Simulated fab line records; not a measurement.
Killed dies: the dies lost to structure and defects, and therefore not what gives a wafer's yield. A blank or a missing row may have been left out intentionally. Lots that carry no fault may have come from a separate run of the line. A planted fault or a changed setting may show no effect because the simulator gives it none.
Matching of chambers | flow n5 finfet | N5_HKMG_FIN_PWFM_ALD_03 on ald metal-04 has 4 sister chambers
The step deposits TiN, target thk 2 nm, pulse time 1 s, purge time 3 s. 8 wafers are shown with their chamber, then 7 later ones without.

== WAFERS PAIRED WITH THEIR CHAMBERS ==
wafer  | chamber | heater power w (W) | precursor pulse height rel
L080.3 | 3       | 726                | 1.022
L080.5 | 0       | 805                | 1.045
L085.5 | 0       | 789                | 1.006
L087.1 | 2       | 759                | 0.998
L087.4 | 1       | 786                | 0.991
L087.5 | 3       | 722                | 0.994
L088.2 | 2       | 768                | 0.997
L088.5 | 1       | 758                | 1.009

== WAFERS MISSING THEIR CHAMBER ==
wafer  | heater power w (W) | precursor pulse height rel
L088.6 | 782                | 1.018
L089.4 | 741                | 0.944
L089.5 | 719                | 1.010
L089.6 | 801                | 1.013
L091.1 | 771                | 0.998
L091.3 | 817                | 1.035
L091.5 | 712                | 0.992

== WHICH CHAMBER EACH WENT THROUGH ==
wafer  | from the rows above          | in truth
L088.6 | can't be placed: 1 or 0 or 2 | 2
L089.4 | can't be placed: 2 or 3 or 1 | 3
L089.5 | 3                            | 3
L089.6 | can't be placed: 0 or 1      | 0
L091.1 | can't be placed: 1 or 2      | 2
L091.3 | 0                            | 0
L091.5 | 3                            | 3
Placed correctly: 3 of 7. Can't be placed from these rows: 4 (the true chamber is among the candidates in 4). Number placed wrongly: 0.
How it was worked out, from the rows above alone: a wafer's distance from a chamber is the root of the sum, over the readings, of the square of ((its reading less the chamber's mean) divided by the reading's scatter). If the next closest chamber is less than 2 further off than the closest, the wafer can't be placed; otherwise it belongs to the closest. The mean given for a chamber averages the wafers shown for that chamber. The scatter is the square root of a quotient: the sum, over the shown wafers, of each reading's squared deviation from its chamber's mean, divided by wafers minus chambers.
